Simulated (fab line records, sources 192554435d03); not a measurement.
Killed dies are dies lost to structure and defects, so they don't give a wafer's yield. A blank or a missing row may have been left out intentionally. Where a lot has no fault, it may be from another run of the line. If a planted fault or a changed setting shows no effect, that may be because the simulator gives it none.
fab line records	flow n5-finfet	part 1 of 2: steps 1 to 20 of 31
record lots=5	wafers=15	last-day=18
route steps=1938 shown MIM_TOP_ETCH@1853 MIM_BOT_LITHO@1854 MIM_BOT_ETCH@1866 PASS1_CAP@1873 TV_LITHO@1875
lots with no fault: from the same line, run without faults
start-h: start of the lot's first displayed wafer, in hours after the record's first day	wait-h: hours from the lot's prior step to this one	" the same as in the row above	L1.1+2: several wafers, shown together as one row	- no value present, or no start provided	* or withheld: withheld	< > ~ a bound
route shown NAME@n: a module of which the file shows steps, and the number in the route of the first	usual: the fault-free wafers' mean and standard deviation	same: alike in all rows	chamber/n: place in a boat	sites: each site's reading	_std_site: standard deviation across them	_edge_site: the outer-site mean with the inner-site mean subtracted	radius-mm: for every site, how far away it sits from the centre of the wafer	mask NAME#n: copy n	behind: tool/chamber where the wafer was last shaped	hold: the reason the lot was held/the length of the hold in hours/how it ended	device: names the non-switching transistor (n, p or np)	end of line: the tests these same wafers got at the end of their route	a step without rows: its recipe alone	killed: dies that structure and defects cost at the first sort, which is not the same as the wafer's yield	map: a wafer's dies, marking killed ones x, the rest . and places with no die _
set.NAME: the run value of the setting; set.NAME@STEP: its run value at that earlier step	model.NAME: the simulator's own value behind a step, which no gauge read
lots at selected steps of the route; one table per step, one row per wafer
services: when a tool's chamber went out of use (start-h, in hours from the record's first day, below 0 if earlier), for how many hours, and the reason
## steps
# step N5_MIM_TOP_ETCH_PECVD_03
# recipe material=SiNx	target-thk-a=200	temp-c=400	precursor=SiH4/NH3/N2	pressure-torr=1.5	rf-w=300	time-s=17.6
# usual heater-power-w=779/87	showerhead-plenum-p-Torr=5.15/0.091	throttle-valve-pct=40.1/2.4
# same time-s=17.6
lot.wafer	tool	chamber	start-h	wait-h	heater-power-w	showerhead-plenum-p-Torr	throttle-valve-pct
L075.1	pecvd-04	0	265.30	-	684	5.16	39.2
L075.2	"	2	"	"	831	5.14	39.2
L075.3	"	1	"	"	855	5.29	42.3
L082.1	pecvd-02	0	312.02	-	745	5.05	39.5
L082.2	"	1	"	"	694	5.06	38.7
L082.6	"	2	"	"	743	5.09	38.2
L084.1	pecvd-02	1	324.16	-	660	5.06	38.8
L084.4	"	1	"	"	666	5.05	39.0
L084.5	"	2	"	"	792	5.09	38.4
L086.2	pecvd-02	0	324.58	-	768	5.06	39.8
L086.4	"	0	"	"	773	5.05	39.8
L086.6	"	1	"	"	655	5.05	39.0
L097.1	pecvd-02	2	425.05	-	739	5.08	39.0
L097.2	"	1	"	"	675	5.06	38.9
L097.4	"	1	"	"	658	5.05	38.8
# step N5_MIM_BOT_LITHO_HMDS_01
# recipe time-s=60	temp-c=120
# usual resist-line-temp-C=22.98/0.1
# same time-s=60
lot.wafer	tool	chamber	start-h	wait-h	resist-line-temp-C
L075.1	litho-track-04	0	265.37	0.0	23.01
L075.2	"	0	"	"	22.99
L075.3	"	0	"	"	23.03
L082.1	litho-track-05	0	312.09	0.0	23.08
L082.2	"	0	"	"	22.90
L082.6	"	0	"	"	23.07
L084.1	litho-track-05	0	324.23	0.0	22.96
L084.4	"	0	"	"	22.90
L084.5	"	0	"	"	23.10
L086.2	litho-track-05	0	324.67	0.1	22.83
L086.4	"	0	"	"	22.94
L086.6	"	0	"	"	23.09
L097.1	litho-track-05	0	425.14	0.1	22.95
L097.2	"	0	"	"	23.19
L097.4	"	0	"	"	23.04
# step N5_MIM_BOT_LITHO_COAT_02
# recipe spin-rpm=*	resist-thk-nm=*
# usual resist-line-temp-C=22.99/0.11
lot.wafer	tool	chamber	start-h	wait-h	resist-line-temp-C
L075.1	litho-track-04	0	-	-	23.10
L075.2	"	0	"	"	22.97
L075.3	"	0	"	"	22.87
L082.1	litho-track-05	0	-	-	23.05
L082.2	"	0	"	"	22.89
L082.6	"	0	"	"	22.94
L084.1	litho-track-05	0	-	-	22.99
L084.4	"	0	"	"	22.81
L084.5	"	0	"	"	22.80
L086.2	litho-track-05	0	-	-	22.95
L086.4	"	0	"	"	22.77
L086.6	"	0	"	"	22.93
L097.1	litho-track-05	0	-	-	22.89
L097.2	"	0	"	"	22.97
L097.4	"	0	"	"	22.89
# step N5_MIM_BOT_LITHO_EBR_04
# recipe solvent=PGMEA	ebr-width-mm=1.5
# usual resist-line-temp-C=22.99/0.11
lot.wafer	tool	chamber	start-h	wait-h	resist-line-temp-C
L075.1	litho-track-04	0	-	-	22.93
L075.2	"	0	"	"	22.90
L075.3	"	0	"	"	22.90
L082.1	litho-track-05	0	-	-	22.92
L082.2	"	0	"	"	22.95
L082.6	"	0	"	"	23.01
L084.1	litho-track-05	0	-	-	22.85
L084.4	"	0	"	"	22.88
L084.5	"	0	"	"	22.99
L086.2	litho-track-05	0	-	-	22.86
L086.4	"	0	"	"	22.90
L086.6	"	0	"	"	22.92
L097.1	litho-track-05	0	-	-	22.99
L097.2	"	0	"	"	23.17
L097.4	"	0	"	"	23.00
# step N5_MIM_BOT_LITHO_SOFTBAKE_03
# recipe temp-c=100	time-s=90
# usual resist-line-temp-C=22.99/0.1
# same time-s=90
lot.wafer	tool	chamber	start-h	wait-h	resist-line-temp-C
L075.1	litho-track-04	0	-	-	22.94
L075.2	"	0	"	"	23.00
L075.3	"	0	"	"	22.97
L082.1	litho-track-05	0	-	-	23.14
L082.2	"	0	"	"	23.03
L082.6	"	0	"	"	23.02
L084.1	litho-track-05	0	-	-	22.96
L084.4	"	0	"	"	22.84
L084.5	"	0	"	"	23.08
L086.2	litho-track-05	0	-	-	23.17
L086.4	"	0	"	"	23.20
L086.6	"	0	"	"	23.13
L097.1	litho-track-05	0	-	-	22.94
L097.2	"	0	"	"	22.79
L097.4	"	0	"	"	22.90
# step N5_MIM_BOT_LITHO_EXPOSE_05
# recipe mask-id=MIM_BOT	na=0.55	source-shape=conventional	sigma-outer=0.8	polarization=unpolarized	dose-mj=24.25
lot.wafer	tool	chamber	start-h	wait-h	mask
L075.1+2+3	krf-scanner-02	0	265.60	-	MIM_BOT#0
L082.1+2+6	krf-scanner-02	0	312.20	-	MIM_BOT#0
L084.1+4+5	krf-scanner-02	0	324.47	-	MIM_BOT#0
L086.2+4+6	krf-scanner-02	0	324.78	-	MIM_BOT#0
L097.1+2+4	krf-scanner-02	0	425.25	-	MIM_BOT#0
# step N5_MIM_BOT_LITHO_PEB_06
# recipe peb-temp-c=withheld	peb-time-s=*
# usual resist-line-temp-C=*
lot.wafer	tool	chamber	start-h	wait-h	resist-line-temp-C
L075.1	litho-track-04	0	265.66	0.1	*
L075.2	"	0	"	"	*
L075.3	"	0	"	"	*
L082.1	litho-track-03	0	312.25	0.1	*
L082.2	"	0	"	"	*
L082.6	"	0	"	"	*
L084.1	litho-track-03	0	324.52	0.1	*
L084.4	"	0	"	"	*
L084.5	"	0	"	"	*
L086.2	litho-track-05	0	324.84	0.0	*
L086.4	"	0	"	"	*
L086.6	"	0	"	"	*
L097.1	litho-track-05	0	425.30	0.1	*
L097.2	"	0	"	"	*
L097.4	"	0	"	"	*
# step N5_MIM_BOT_LITHO_DEVELOP_07
# recipe develop-time-s=60	rinse-liquid=diw	dry=air-spin	dev-temp-c=21
# usual resist-line-temp-C=22.99/0.11
lot.wafer	tool	chamber	start-h	wait-h	resist-line-temp-C
L075.1	litho-track-04	0	-	-	22.93
L075.2	"	0	"	"	23.08
L075.3	"	0	"	"	22.91
L082.1	litho-track-03	0	-	-	23.02
L082.2	"	0	"	"	22.99
L082.6	"	0	"	"	23.05
L084.1	litho-track-03	0	-	-	22.82
L084.4	"	0	"	"	22.95
L084.5	"	0	"	"	23.00
L086.2	litho-track-05	0	-	-	23.19
L086.4	"	0	"	"	23.00
L086.6	"	0	"	"	23.07
L097.1	litho-track-05	0	-	-	22.84
L097.2	"	0	"	"	22.87
L097.4	"	0	"	"	22.96
# step N5_MIM_BOT_LITHO_HARDBAKE_09
# recipe temp-c=130	time-s=120
# usual resist-line-temp-C=23.00/0.11
# same time-s=120
lot.wafer	tool	chamber	start-h	wait-h	resist-line-temp-C
L075.1	litho-track-04	0	-	-	22.99
L075.2	"	0	"	"	23.00
L075.3	"	0	"	"	22.94
L082.1	litho-track-03	0	-	-	22.90
L082.2	"	0	"	"	22.81
L082.6	"	0	"	"	22.80
L084.1	litho-track-03	0	-	-	22.81
L084.4	"	0	"	"	22.90
L084.5	"	0	"	"	22.96
L086.2	litho-track-05	0	-	-	22.90
L086.4	"	0	"	"	23.08
L086.6	"	0	"	"	22.80
L097.1	litho-track-05	0	-	-	23.12
L097.2	"	0	"	"	23.03
L097.4	"	0	"	"	23.15
# step N5_MIM_BOT_LITHO_CD_MEAS_08
# recipe target-cd-nm=3000	landing-energy-ev=500	detector=se-inlens	polarity=opening
# usual cd-nm=2998.5/2.2
lot.wafer	tool	chamber	start-h	wait-h	cd-nm
L075.1	cd-sem-01	0	265.78	-	2999.3
L075.2	"	0	"	"	3000.6
L075.3	"	0	"	"	3000.5
L082.1	cd-sem-03	0	312.37	-	3001.3
L082.2	"	0	"	"	3002.2
L082.6	"	0	"	"	2998.9
L084.1	cd-sem-02	0	324.64	-	2998.1
L084.4	"	0	"	"	2998.7
L084.5	"	0	"	"	2994.6
L086.2	cd-sem-01	0	324.96	-	2994.6
L086.4	"	0	"	"	2997.3
L086.6	"	0	"	"	2994.8
L097.1	cd-sem-02	0	425.42	-	2997.8
L097.2	"	0	"	"	2995.6
L097.4	"	0	"	"	2996.2
# step N5_MIM_BOT_LITHO_OVL_MEAS_11
# recipe points-per-wafer=44
# usual MIM_BOT_OVL=3/6.3
lot.wafer	tool	chamber	start-h	wait-h	MIM_BOT_OVL[nm]
L075.1	overlay-01	0	265.81	0.0	16
L075.2	"	0	"	"	6
L075.3	"	0	"	"	9
L082.1	overlay-01	0	312.40	0.0	-2
L082.2	"	0	"	"	-9
L082.6	"	0	"	"	-4
L084.1	overlay-01	0	324.67	0.0	-2
L084.4	"	0	"	"	3
L084.5	"	0	"	"	6
L086.2	overlay-01	0	324.98	0.0	4
L086.4	"	0	"	"	-4
L086.6	"	0	"	"	-1
L097.1	overlay-02	0	425.45	0.0	1
L097.2	"	0	"	"	1
L097.4	"	0	"	"	2
# step N5_MIM_BOT_LITHO_INSPECT_12
# recipe mode=adi	inspect-instrument=macro
# usual raw-defect-count=2.1/1.4
lot.wafer	tool	chamber	start-h	wait-h	raw-defect-count
L075.1	defect-inspect-02	-	265.83	0.0	1
L075.2	"	-	"	"	0
L075.3	"	-	"	"	2
L082.1	defect-inspect-02	-	312.43	0.0	1
L082.2	"	-	"	"	1
L082.6	"	-	"	"	2
L084.1	defect-inspect-02	-	324.70	0.0	1
L084.4	"	-	"	"	2
L084.5	"	-	"	"	1
L086.2	defect-inspect-02	-	325.01	0.0	3
L086.4	"	-	"	"	0
L086.6	"	-	"	"	3
L097.1	defect-inspect-01	-	425.48	0.0	1
L097.2	"	-	"	"	5
L097.4	"	-	"	"	3
# step N5_MIM_BOT_LITHO_DESCUM_10
# recipe chemistry=O2	time-s=7.9	source-power-w=50	bias-power-w=20	pressure-mtorr=20	rf-frequency-hz=2.712e+07	temp-c=40	o2-flow-sccm=225
# usual drypump-motor-current-A=5.9/0.58	o2-flow-sccm=224.9/0.65	oes-product-au=0.81/0.082	rf-vpp-V=242.8/1.6	showerhead-plenum-p-Torr=2.09/0.084	throttle-valve-pct=20.41/0.23
# same time-s=7.9
lot.wafer	tool	chamber	start-h	wait-h	drypump-motor-current-A	o2-flow-sccm	oes-product-au	rf-hours-counter-h	rf-vpp-V	showerhead-plenum-p-Torr	throttle-valve-pct
L075.1	rie-diel-06	0	265.93	0.1	4.9	223.6	0.68	244	240.9	1.97	20.92
L075.2	"	1	"	"	5.9	225.0	0.90	33	246.3	2.23	20.15
L075.3	"	2	"	"	6.2	225.2	0.88	57	242.6	2.04	20.45
L082.1	rie-diel-06	3	312.46	0.0	6.5	225.5	0.69	230	245.6	2.15	20.72
L082.2	"	1	"	"	5.9	224.4	0.88	52	243.2	2.22	20.17
L082.6	"	3	"	"	6.5	225.7	0.68	-	244.9	2.15	20.70
L084.1	rie-diel-06	0	324.73	0.0	4.9	225.9	0.96	2	245.6	2.23	20.47
L084.4	"	1	"	"	5.9	224.0	0.87	57	246.1	2.22	20.17
L084.5	"	3	"	"	6.5	225.5	0.68	-	245.0	2.15	20.70
L086.2	rie-diel-05	1	325.04	0.0	6.4	224.5	0.83	88	243.3	2.03	20.37
L086.4	"	1	"	"	6.4	225.3	0.84	-	242.4	2.03	20.37
L086.6	"	3	"	"	4.9	224.3	0.77	-	241.5	2.03	20.05
L097.1	rie-diel-06	3	426.28	0.8	6.5	225.1	0.95	4	244.6	2.14	20.31
L097.2	"	0	"	"	4.9	225.0	0.85	39	245.7	2.22	20.52
L097.4	"	1	"	"	5.9	224.8	0.82	96	244.6	2.21	20.23
# step N5_MIM_BOT_ETCH_ETCH_04
# recipe chemistry=CF4/O2	target=SiNx	target-depth-a=260	time-s=13	ion-energy-ev=100	pressure-mtorr=40	source-w=535	bias-w=49	Ar_flow_sccm=100	cf4-flow-sccm=100	O2_flow_sccm=10
# usual O2_flow_sccm=10.00/0.032	drypump-motor-current-A=5.9/0.58	oes-product-au=0.81/0.086	rf-vpp-V=238/3.6	showerhead-plenum-p-Torr=2.20/0.082	throttle-valve-pct=15.94/0.23
# same time-s=13
lot.wafer	tool	chamber	start-h	wait-h	O2_flow_sccm	drypump-motor-current-A	oes-product-au	rf-hours-counter-h	rf-vpp-V	showerhead-plenum-p-Torr	throttle-valve-pct
L075.1	rie-diel-06	0	265.99	0.0	9.98	4.9	0.69	244	233	2.08	16.45
L075.2	"	1	"	"	9.99	5.9	0.90	33	240	2.34	15.66
L075.3	"	2	"	"	10.00	6.2	0.87	57	234	2.16	15.99
L082.1	rie-diel-06	3	312.53	0.0	9.99	6.5	0.68	230	237	2.26	16.21
L082.2	"	1	"	"	10.03	5.9	0.87	52	240	2.33	15.72
L082.6	"	3	"	"	9.94	6.4	0.68	-	237	2.26	16.22
L084.1	rie-diel-06	0	324.80	0.0	9.98	4.9	0.98	2	238	2.34	15.97
L084.4	"	1	"	"	10.01	5.9	0.86	57	241	2.33	15.70
L084.5	"	3	"	"	10.01	6.4	0.67	-	237	2.26	16.24
L086.2	rie-diel-05	1	325.11	0.0	10.02	6.4	0.85	88	242	2.15	15.94
L086.4	"	1	"	"	9.98	6.4	0.85	-	241	2.15	15.94
L086.6	"	3	"	"	9.93	4.9	0.75	-	239	2.14	15.57
L097.1	rie-diel-06	3	426.35	0.0	9.97	6.4	0.93	4	236	2.25	15.77
L097.2	"	0	"	"	10.00	4.9	0.88	39	239	2.33	16.04
L097.4	"	1	"	"	10.05	5.9	0.81	96	239	2.31	15.77
# step N5_MIM_BOT_ETCH_ETCH_03
# recipe chemistry=Cl2/BCl3	target-depth-a=120	pressure-mtorr=8	icp-w=800	bias-w=100	Cl2_flow_sccm=20	bcl3-flow-sccm=80
# usual drypump-motor-current-A=5.95/0.25	oes-product-au=0.78/0.099	throttle-valve-pct=27.62/0.25
lot.wafer	tool	chamber	start-h	wait-h	drypump-motor-current-A	oes-product-au	rf-hours-counter-h	throttle-valve-pct
L075.1	rie-metal-02	1	266.08	0.1	5.46	0.83	16	27.45
L075.2	"	0	"	"	5.78	0.83	34	27.54
L075.3	"	0	"	"	5.82	0.82	-	27.53
L082.1	rie-metal-03	0	312.62	0.1	6.23	0.84	22	27.80
L082.2	"	1	"	"	6.04	0.69	74	27.29
L082.6	"	1	"	"	6.04	0.68	-	27.30
L084.1	rie-metal-03	0	324.89	0.1	6.25	0.84	23	27.78
L084.4	"	0	"	"	6.21	0.84	-	27.79
L084.5	"	0	"	"	6.28	0.84	-	27.81
L086.2	rie-metal-01	0	325.23	0.1	6.17	0.68	-	27.63
L086.4	"	0	"	"	6.20	0.67	-	27.63
L086.6	"	0	"	"	6.19	0.67	-	27.63
L097.1	rie-metal-01	1	426.44	0.1	6.06	0.89	9	27.84
L097.2	"	0	"	"	6.18	0.98	1	26.95
L097.4	"	1	"	"	6.06	0.88	-	27.84
# step N5_MIM_BOT_ETCH_ETCH_00
# recipe chemistry=Cl2/BCl3	target=TiN	target-depth-a=455	ion-energy-ev=150	pressure-mtorr=10	icp-w=1000	bias-w=126	Cl2_flow_sccm=53.25	bcl3-flow-sccm=21.75	Ar_flow_sccm=25
# usual drypump-motor-current-A=5.95/0.25	oes-product-au=0.79/0.099	throttle-valve-pct=22.00/0.19
lot.wafer	tool	chamber	start-h	wait-h	drypump-motor-current-A	oes-product-au	rf-hours-counter-h	throttle-valve-pct
L075.1	rie-metal-02	1	266.17	0.1	5.49	0.84	16	21.97
L075.2	"	0	"	"	5.80	0.83	34	21.91
L075.3	"	0	"	"	5.82	0.82	-	21.89
L082.1	rie-metal-03	0	312.71	0.1	6.27	0.85	22	22.03
L082.2	"	1	"	"	6.05	0.69	75	21.76
L082.6	"	1	"	"	6.06	0.70	-	21.76
L084.1	rie-metal-03	0	324.98	0.1	6.24	0.84	23	22.04
L084.4	"	0	"	"	6.20	0.84	-	22.04
L084.5	"	0	"	"	6.22	0.84	-	22.04
L086.2	rie-metal-01	0	325.42	0.2	6.17	0.67	-	21.96
L086.4	"	0	"	"	6.19	0.67	-	21.96
L086.6	"	0	"	"	6.17	0.67	-	21.97
L097.1	rie-metal-01	1	426.53	0.1	6.07	0.88	9	22.13
L097.2	"	0	"	"	6.19	0.98	1	21.39
L097.4	"	1	"	"	6.06	0.88	-	22.13
# step N5_MIM_BOT_ETCH_STRIP_01
# recipe chemistry=O2	power-w=600	temp-c=60	pressure-mtorr=30	rf-frequency-hz=6e+07	bias-power-w=0	overash-fraction=0.5	o2-flow-sccm=225
# usual drypump-motor-current-A=5.9/0.61	o2-flow-sccm=224.9/0.7	oes-product-au=0.80/0.081	rf-vpp-V=3.6/1.2	showerhead-plenum-p-Torr=2.09/0.082	throttle-valve-pct=16.61/0.23
lot.wafer	tool	chamber	start-h	wait-h	drypump-motor-current-A	o2-flow-sccm	oes-product-au	rf-hours-counter-h	rf-vpp-V	showerhead-plenum-p-Torr	throttle-valve-pct
L075.1	rie-diel-05	1	266.33	0.1	6.4	224.7	0.88	66	4.5	2.04	16.52
L075.2	"	2	"	"	6.6	223.5	0.68	236	3.4	2.09	16.94
L075.3	"	3	"	"	4.9	226.1	0.78	73	5.1	2.04	16.23
L082.1	rie-diel-06	2	312.85	0.1	6.2	224.6	0.84	75	4.0	2.04	16.65
L082.2	"	3	"	"	6.5	225.0	0.69	230	2.4	2.16	16.98
L082.6	"	2	"	"	6.2	225.6	0.84	-	2.4	2.04	16.69
L084.1	rie-diel-02	0	325.12	0.1	5.1	224.6	0.82	94	3.3	2.05	16.60
L084.4	"	1	"	"	5.5	223.3	0.78	88	5.9	2.03	16.26
L084.5	"	0	"	"	5.0	224.6	0.82	-	2.4	2.05	16.63
L086.2	rie-diel-02	0	325.64	0.2	5.1	224.1	0.81	94	5.4	2.05	16.60
L086.4	"	3	"	"	6.0	225.0	0.90	17	5.0	2.05	16.49
L086.6	"	1	"	"	5.5	223.7	0.78	-	5.0	2.03	16.27
L097.1	rie-diel-06	2	426.73	0.2	6.2	224.4	0.81	113	4.3	2.03	16.74
L097.2	"	0	"	"	4.9	224.2	0.85	39	2.4	2.22	16.76
L097.4	"	3	"	"	6.5	225.0	0.95	5	2.3	2.15	16.51
# step N5_MIM_BOT_ETCH_STRIP_02
# recipe chemistry=post-etch-residue-remover	time-s=1200	temp-c=72.5
# usual bath-heat-duty-pct=13.7/1.3
# same time-s=1200
lot.wafer	tool	chamber	start-h	wait-h	bath-heat-duty-pct
L075.1	wet-bench-05	4	266.39	-	16.7
L075.2	"	2	"	"	13.1
L075.3	"	5	"	"	11.9
L082.1	wet-bench-05	1	312.91	-	15.1
L082.2	"	7	"	"	14.1
L082.6	"	6	"	"	15.8
L084.1	wet-bench-04	1	325.18	-	14.2
L084.4	"	2	"	"	11.3
L084.5	"	0	"	"	13.9
L086.2	wet-bench-01	6	325.71	-	13.2
L086.4	"	5	"	"	13.8
L086.6	"	2	"	"	14.1
L097.1	wet-bench-01	0	426.80	-	11.3
L097.2	"	6	"	"	13.4
L097.4	"	5	"	"	13.7
# step N5_MIM_BOT_ETCH_CLEAN_05
# recipe chemistry=IPA	time-s=180	temp-c=25
# usual bath-heat-duty-pct=5.9/0.63
# same time-s=180
lot.wafer	tool	chamber	start-h	wait-h	bath-heat-duty-pct
L075.1	wet-bench-05	4	266.73	0.0	7.0
L075.2	"	2	"	"	5.6
L075.3	"	5	"	"	4.7
L082.1	wet-bench-05	1	313.25	0.0	5.7
L082.2	"	7	"	"	6.3
L082.6	"	6	"	"	5.8
L084.1	wet-bench-04	1	325.52	0.0	5.7
L084.4	"	2	"	"	4.9
L084.5	"	0	"	"	5.8
L086.2	wet-bench-01	6	326.04	0.0	5.8
L086.4	"	5	"	"	5.1
L086.6	"	2	"	"	6.6
L097.1	wet-bench-01	0	427.16	0.0	5.4
L097.2	"	6	"	"	6.1
L097.4	"	5	"	"	5.3
# step N5_MIM_BOT_ETCH_SRD_06
# recipe dry=ipa-marangoni	time-s=30	temp-c=23	rinse-liquid=diw
# usual bath-heat-duty-pct=3.5/0.47
# same time-s=30
lot.wafer	tool	chamber	start-h	wait-h	bath-heat-duty-pct
L075.1	wet-bench-05	4	266.78	0.0	4.0
L075.2	"	2	"	"	3.4
L075.3	"	5	"	"	3.8
L082.1	wet-bench-05	1	313.30	0.0	3.3
L082.2	"	7	"	"	3.4
L082.6	"	6	"	"	3.5
L084.1	wet-bench-04	1	325.57	0.0	4.2
L084.4	"	2	"	"	3.5
L084.5	"	0	"	"	3.8
L086.2	wet-bench-01	6	326.09	0.0	3.0
L086.4	"	5	"	"	3.9
L086.6	"	2	"	"	3.7
L097.1	wet-bench-01	0	427.22	0.0	3.2
L097.2	"	6	"	"	3.7
L097.4	"	5	"	"	3.4
